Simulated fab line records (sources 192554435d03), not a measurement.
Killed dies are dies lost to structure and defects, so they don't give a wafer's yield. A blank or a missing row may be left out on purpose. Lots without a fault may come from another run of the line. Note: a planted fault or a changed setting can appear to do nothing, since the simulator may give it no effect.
The tool behind it: which one? / flow n5 finfet / 27 wafers from 9 lots sampled at 5 of the route's 1938 steps

WHAT THE GAUGES SHOWED, per wafer
N5_BEOL_M4_RC_MEAS_101. Usual: DIBL_N 36.5 mV/V, standard deviation 1.4; DIBL_P 36.9 mV/V, standard deviation 1.7; IOFF_N 0.163 nA/um, standard deviation 0.023; IOFF_P 0.22 nA/um, standard deviation 0.032; ION_N 673 uA/um, standard deviation 9; ION_P 462 uA/um, standard deviation 7.5; SS_N 71.6 mV/dec, standard deviation 0.54; SS_P 73.4 mV/dec, standard deviation 0.62; VT_N 249.8 mV, standard deviation 2.8; VT_P -250 mV, standard deviation 3.5.
lot=L571; measured=day 8 18:02; on=prober-01; DIBL_N (mV/V)=36.1 37.7 35.5; DIBL_P (mV/V)=37.5 39.1 36.7; IOFF_N (nA/um)=0.159 0.190 0.152; IOFF_P (nA/um)=0.23 0.27 0.22; ION_N (uA/um)=674 678 677; ION_P (uA/um)=469 469 471; SS_N (mV/dec)=71.1 71.6 71.4; SS_P (mV/dec)=73.0 73.6 73.6; VT_N (mV)=248.9 249.7 253.0; VT_P (mV)=-247 -248 -252; flag=
lot=L582; measured=day 11 18:47; on=prober-02; DIBL_N (mV/V)=36.8 38.4 37.9; DIBL_P (mV/V)=37.7 39.3 38.4; IOFF_N (nA/um)=0.165 0.190 0.181; IOFF_P (nA/um)=0.23 0.27 0.25; ION_N (uA/um)=676 678 676; ION_P (uA/um)=463 470 468; SS_N (mV/dec)=71.1 71.7 71.4; SS_P (mV/dec)=74.2 73.5 73.5; VT_N (mV)=250.1 249.8 249.2; VT_P (mV)=-249 -246 -249; flag=
lot=L586; measured=day 12 16:38; on=prober-01; DIBL_N (mV/V)=37.0 38.6 38.9; DIBL_P (mV/V)=38.6 40.0 39.9; IOFF_N (nA/um)=0.158 0.175 0.186; IOFF_P (nA/um)=0.21 0.22 0.23; ION_N (uA/um)=673 676 676; ION_P (uA/um)=466 457 459; SS_N (mV/dec)=71.4 72.2 72.4; SS_P (mV/dec)=73.5 73.9 74.1; VT_N (mV)=249.6 251.9 250.7; VT_P (mV)=-250 -253 -251; flag=
lot=L587; measured=day 12 13:56; on=prober-01; DIBL_N (mV/V)=33.6 35.3 33.0; DIBL_P (mV/V)=35.0 36.8 34.3; IOFF_N (nA/um)=0.123 0.146 0.114; IOFF_P (nA/um)=0.19 0.21 0.18; ION_N (uA/um)=658 678 657; ION_P (uA/um)=461 464 461; SS_N (mV/dec)=70.9 71.4 71.1; SS_P (mV/dec)=72.6 73.4 73.1; VT_N (mV)=255.1 253.1 255.0; VT_P (mV)=-251 -252 -256; flag=
lot=L588; measured=day 12 18:17; on=prober-02; DIBL_N (mV/V)=37.8 35.1 34.4; DIBL_P (mV/V)=39.6 36.1 35.9; IOFF_N (nA/um)=0.191 0.142 0.128; IOFF_P (nA/um)=0.22 0.17 0.17; ION_N (uA/um)=679 671 656; ION_P (uA/um)=457 448 454; SS_N (mV/dec)=71.9 71.0 70.8; SS_P (mV/dec)=74.2 73.7 73.8; VT_N (mV)=247.5 251.1 255.7; VT_P (mV)=-252 -258 -254; flag=
lot=L590; measured=day 13 21:52; on=prober-02; DIBL_N (mV/V)=37.4 35.0 37.4; DIBL_P (mV/V)=36.8 33.4 36.2; IOFF_N (nA/um)=0.154 0.117 0.156; IOFF_P (nA/um)=0.21 0.16 0.20; ION_N (uA/um)=669 668 664; ION_P (uA/um)=464 456 455; SS_N (mV/dec)=71.8 71.4 71.9; SS_P (mV/dec)=73.0 72.8 73.4; VT_N (mV)=251.2 254.7 252.8; VT_P (mV)=-249 -253 -249; flag=

WHAT TOOL EACH LOT RAN ON (gives the tool, then ch and the chambers of the sampled wafers, and finally the start)
lot=L571; N5_MOL_CONTACT_COAG_ALD_27=ald sin-02 ch 1,3, day 5 18:43; N5_MOL_CONTACT_COAG_CMP_28=cmp-01 ch 1,3, day 5 20:17; N5_MOL_CONTACT_COAG_DESCUM_88=rie diel-05 ch 2,3, day 5 22:20; N5_MOL_CONTACT_COAG_STRIP_96=rie diel-05 ch 0,2, day 5 23:05
lot=L578; N5_MOL_CONTACT_COAG_ALD_27=ald sin-02 ch 0,3, day 7 11:59; N5_MOL_CONTACT_COAG_CMP_28=cmp-01 ch 1,2, day 7 13:36; N5_MOL_CONTACT_COAG_DESCUM_88=rie diel-04 ch 0,3, day 7 14:51; N5_MOL_CONTACT_COAG_STRIP_96=rie diel-05 ch 1,2, day 7 15:23
lot=L579; N5_MOL_CONTACT_COAG_ALD_27=ald sin-04 ch 0,1,2, day 7 20:44; N5_MOL_CONTACT_COAG_CMP_28=cmp-03 ch 1,2,3, day 7 22:18; N5_MOL_CONTACT_COAG_DESCUM_88=rie diel-03 ch 2,3, day 7 23:35; N5_MOL_CONTACT_COAG_STRIP_96=rie diel-04 ch 1,3, day 8 00:08
lot=L580; N5_MOL_CONTACT_COAG_ALD_27=ald sin-03 ch 0,3, day 8 03:41; N5_MOL_CONTACT_COAG_CMP_28=cmp-04 ch 1,2,3, day 8 05:23; N5_MOL_CONTACT_COAG_DESCUM_88=rie diel-03 ch 2,3, day 8 06:54; N5_MOL_CONTACT_COAG_STRIP_96=rie diel-05 ch 1,2, day 8 07:26
lot=L582; N5_MOL_CONTACT_COAG_ALD_27=ald sin-04 ch 1,3, day 8 14:56; N5_MOL_CONTACT_COAG_CMP_28=cmp-04 ch 1,2,3, day 8 16:33; N5_MOL_CONTACT_COAG_DESCUM_88=rie diel-05 ch 0,2, day 8 18:23; N5_MOL_CONTACT_COAG_STRIP_96=rie diel-04 ch 1,2,3, day 8 19:15
lot=L586; N5_MOL_CONTACT_COAG_ALD_27=ald sin-02 ch 0,2,3, day 9 10:31; N5_MOL_CONTACT_COAG_CMP_28=cmp-01 ch 1,2,3, day 9 12:07; N5_MOL_CONTACT_COAG_DESCUM_88=rie diel-05 ch 1,2, day 9 13:32; N5_MOL_CONTACT_COAG_STRIP_96=rie diel-04 ch 2,3, day 9 14:36
lot=L587; N5_MOL_CONTACT_COAG_ALD_27=ald sin-04 ch 0,1,3, day 9 14:16; N5_MOL_CONTACT_COAG_CMP_28=cmp-01 ch 1,3, day 9 15:50; N5_MOL_CONTACT_COAG_DESCUM_88=rie diel-04 ch 1,2, day 9 17:51; N5_MOL_CONTACT_COAG_STRIP_96=rie diel-04 ch 0,2, day 9 18:24
lot=L588; N5_MOL_CONTACT_COAG_ALD_27=ald sin-04 ch 1,2,3, day 9 21:29; N5_MOL_CONTACT_COAG_CMP_28=cmp-04 ch 0,1,3, day 9 23:05; N5_MOL_CONTACT_COAG_DESCUM_88=rie diel-04 ch 0,2,3, day 10 01:04; N5_MOL_CONTACT_COAG_STRIP_96=rie diel-04 ch 0,1,3, day 10 01:36
lot=L590; N5_MOL_CONTACT_COAG_ALD_27=ald sin-03 ch 0,1,3, day 10 12:46; N5_MOL_CONTACT_COAG_CMP_28=cmp-01 ch 0,1, day 10 14:20; N5_MOL_CONTACT_COAG_DESCUM_88=rie diel-03 ch 2,3, day 10 15:50; N5_MOL_CONTACT_COAG_STRIP_96=rie diel-05 ch 2,3, day 10 16:28
- N5_MOL_CONTACT_COAG_ALD_27: deposits SiOC, target thk 17 nm, pulse time 1.5 s, time 2720 s.
- N5_MOL_CONTACT_COAG_CMP_28: polishes, stops on SiNx, t overpolish 0.85 s, target thk 14.522 nm.
- N5_MOL_CONTACT_COAG_DESCUM_88: chemistry O2, time 7 s.
- N5_MOL_CONTACT_COAG_STRIP_96: strips in N2/H2.

WHAT THE TOOLS THEMSELVES READ (means of the sampled wafers that have a number; where no wafer has one, the mark that the record gives instead)
N5_MOL_CONTACT_COAG_ALD_27. Usual: heater power w 869 W, standard deviation 91; precursor pulse height rel 0.998, standard deviation 0.02.
lot=L571; tool=ald sin-02; heater power w (W)=906; precursor pulse height rel=1.006; flag=
lot=L578; tool=ald sin-02; heater power w (W)=884; precursor pulse height rel=1.000; flag=
lot=L579; tool=ald sin-04; heater power w (W)=886; precursor pulse height rel=0.988; flag=
lot=L580; tool=ald sin-03; heater power w (W)=851; precursor pulse height rel=0.987; flag=
lot=L582; tool=ald sin-04; heater power w (W)=776; precursor pulse height rel=0.975; flag=
lot=L586; tool=ald sin-02; heater power w (W)=897; precursor pulse height rel=0.986; flag=
lot=L587; tool=ald sin-04; heater power w (W)=823; precursor pulse height rel=0.995; flag=
lot=L588; tool=ald sin-04; heater power w (W)=840; precursor pulse height rel=1.001; flag=
lot=L590; tool=ald sin-03; heater power w (W)=910; precursor pulse height rel=1.007; flag=

N5_MOL_CONTACT_COAG_CMP_28. Usual: edge zone pressure frac 1.000, standard deviation 0.0049; motor current A 12.0 A, standard deviation 1.5; time to endpoint s 4.3 s, standard deviation 1.7.
lot=L571; tool=cmp-01; edge zone pressure frac=0.998; motor current A (A)=12.0; time to endpoint s (s)=7.0; flag=
lot=L578; tool=cmp-01; edge zone pressure frac=1.002; motor current A (A)=11.1; time to endpoint s (s)=2.9; flag=
lot=L579; tool=cmp-03; edge zone pressure frac=1.000; motor current A (A)=12.7; time to endpoint s (s)=3.9; flag=
lot=L580; tool=cmp-04; edge zone pressure frac=1.001; motor current A (A)=12.6; time to endpoint s (s)=3.6; flag=
lot=L582; tool=cmp-04; edge zone pressure frac=0.996; motor current A (A)=12.6; time to endpoint s (s)=5.8; flag=
lot=L586; tool=cmp-01; edge zone pressure frac=0.999; motor current A (A)=11.2; time to endpoint s (s)=4.5; flag=
lot=L587; tool=cmp-01; edge zone pressure frac=0.995; motor current A (A)=12.2; time to endpoint s (s)=5.3; flag=
lot=L588; tool=cmp-04; edge zone pressure frac=0.996; motor current A (A)=11.5; time to endpoint s (s)=6.9; flag=
lot=L590; tool=cmp-01; edge zone pressure frac=1.000; motor current A (A)=10.1; time to endpoint s (s)=4.8; flag=

N5_MOL_CONTACT_COAG_DESCUM_88. Usual: drypump motor current A 6.0 A, standard deviation 0.36; oes product au 0.79 a.u., standard deviation 0.095; rf vpp V 243.1 V, standard deviation 1.3; showerhead plenum p Torr 2.09 Torr, standard deviation 0.056; throttle valve pct 20.45 %, standard deviation 0.3.
lot=L571; tool=rie diel-05; drypump motor current A (A)=6.3; oes product au (a.u.)=0.80; rf vpp V (V)=243.2; showerhead plenum p Torr (Torr)=2.08; throttle valve pct (%)=20.33; flag=
lot=L578; tool=rie diel-04; drypump motor current A (A)=5.7; oes product au (a.u.)=0.67; rf vpp V (V)=242.3; showerhead plenum p Torr (Torr)=2.09; throttle valve pct (%)=20.61; flag=
lot=L579; tool=rie diel-03; drypump motor current A (A)=5.8; oes product au (a.u.)=0.73; rf vpp V (V)=243.5; showerhead plenum p Torr (Torr)=2.13; throttle valve pct (%)=20.68; flag=
lot=L580; tool=rie diel-03; drypump motor current A (A)=5.8; oes product au (a.u.)=0.73; rf vpp V (V)=244.1; showerhead plenum p Torr (Torr)=2.13; throttle valve pct (%)=20.69; flag=
lot=L582; tool=rie diel-05; drypump motor current A (A)=6.2; oes product au (a.u.)=0.82; rf vpp V (V)=243.1; showerhead plenum p Torr (Torr)=2.03; throttle valve pct (%)=20.15; flag=
lot=L586; tool=rie diel-05; drypump motor current A (A)=6.2; oes product au (a.u.)=0.89; rf vpp V (V)=242.1; showerhead plenum p Torr (Torr)=2.05; throttle valve pct (%)=20.37; flag=
lot=L587; tool=rie diel-04; drypump motor current A (A)=5.8; oes product au (a.u.)=0.77; rf vpp V (V)=243.0; showerhead plenum p Torr (Torr)=2.07; throttle valve pct (%)=20.29; flag=
lot=L588; tool=rie diel-04; drypump motor current A (A)=5.7; oes product au (a.u.)=0.94; rf vpp V (V)=244.0; showerhead plenum p Torr (Torr)=2.14; throttle valve pct (%)=20.21; flag=
lot=L590; tool=rie diel-03; drypump motor current A (A)=5.8; oes product au (a.u.)=0.71; rf vpp V (V)=244.2; showerhead plenum p Torr (Torr)=2.13; throttle valve pct (%)=20.71; flag=

N5_MOL_CONTACT_COAG_STRIP_96. Usual: bias power w is 28.00 W with standard deviation 0.09, chamber pressure mTorr is 50.00 mTorr with standard deviation 0.058, drypump motor current A is 6.0 A with standard deviation 0.4, oes product au is 0.79 a.u. with standard deviation 0.1, rf vpp V is 121.9 V with standard deviation 1.2, showerhead plenum p Torr is 3.37 Torr with standard deviation 0.088, and throttle valve pct is 19.0 % with standard deviation 0.32.
lot=L571; tool=rie diel-05; bias power w (W)=28.01; chamber pressure mTorr (mTorr)=49.99; drypump motor current A (A)=6.2; oes product au (a.u.)=0.86; rf vpp V (V)=121.9; showerhead plenum p Torr (Torr)=3.28; throttle valve pct (%)=18.9; flag=
lot=L578; tool=rie diel-05; bias power w (W)=-; chamber pressure mTorr (mTorr)=-; drypump motor current A (A)=-; oes product au (a.u.)=-; rf vpp V (V)=-; showerhead plenum p Torr (Torr)=-; throttle valve pct (%)=-; flag=OFF
lot=L579; tool=rie diel-04; bias power w (W)=-; chamber pressure mTorr (mTorr)=-; drypump motor current A (A)=-; oes product au (a.u.)=-; rf vpp V (V)=-; showerhead plenum p Torr (Torr)=-; throttle valve pct (%)=-; flag=OFF
lot=L580; tool=rie diel-05; bias power w (W)=-; chamber pressure mTorr (mTorr)=-; drypump motor current A (A)=-; oes product au (a.u.)=-; rf vpp V (V)=-; showerhead plenum p Torr (Torr)=-; throttle valve pct (%)=-; flag=OFF
lot=L582; tool=rie diel-04; bias power w (W)=28.06; chamber pressure mTorr (mTorr)=49.99; drypump motor current A (A)=6.0; oes product au (a.u.)=0.77; rf vpp V (V)=120.5; showerhead plenum p Torr (Torr)=3.27; throttle valve pct (%)=18.9; flag=
lot=L586; tool=rie diel-04; bias power w (W)=27.86; chamber pressure mTorr (mTorr)=50.01; drypump motor current A (A)=5.7; oes product au (a.u.)=0.95; rf vpp V (V)=121.9; showerhead plenum p Torr (Torr)=3.38; throttle valve pct (%)=18.6; flag=
lot=L587; tool=rie diel-04; bias power w (W)=27.96; chamber pressure mTorr (mTorr)=49.98; drypump motor current A (A)=5.4; oes product au (a.u.)=0.94; rf vpp V (V)=122.3; showerhead plenum p Torr (Torr)=3.39; throttle valve pct (%)=18.5; flag=
lot=L588; tool=rie diel-04; bias power w (W)=27.99; chamber pressure mTorr (mTorr)=50.00; drypump motor current A (A)=6.0; oes product au (a.u.)=0.87; rf vpp V (V)=121.9; showerhead plenum p Torr (Torr)=3.45; throttle valve pct (%)=18.8; flag=
lot=L590; tool=rie diel-05; bias power w (W)=27.98; chamber pressure mTorr (mTorr)=50.00; drypump motor current A (A)=6.4; oes product au (a.u.)=0.75; rf vpp V (V)=123.2; showerhead plenum p Torr (Torr)=3.32; throttle valve pct (%)=19.1; flag=

THE ANSWER, worked out from the rows above alone
Rule: take the mean of a lot's wafers that have a number; if it is more than 3 standard deviations from the usual mean, the lot is off. Also off: a lot with no number at a reading for which 4 or more lots have one. The other lots that the step has rows for count as sound. Order of review: gauges by route order, followed by the tools' own readings, for which a lot's mean as printed above is used. The first step at which some lot is off is used, and at that step the reading that is off furthest; a lot without a number counts as furthest.
Off: L578, L579, L580 (N5_MOL_CONTACT_COAG_STRIP_96, bias power w). Without a number there: L578, L579, L580.
A tool fits if, at that step or a process step before it, it ran every lot that is off, and no sound lot after the first of them. No candidate that was tried fits.

WHAT WAS PUT IN BY THE SIMULATOR
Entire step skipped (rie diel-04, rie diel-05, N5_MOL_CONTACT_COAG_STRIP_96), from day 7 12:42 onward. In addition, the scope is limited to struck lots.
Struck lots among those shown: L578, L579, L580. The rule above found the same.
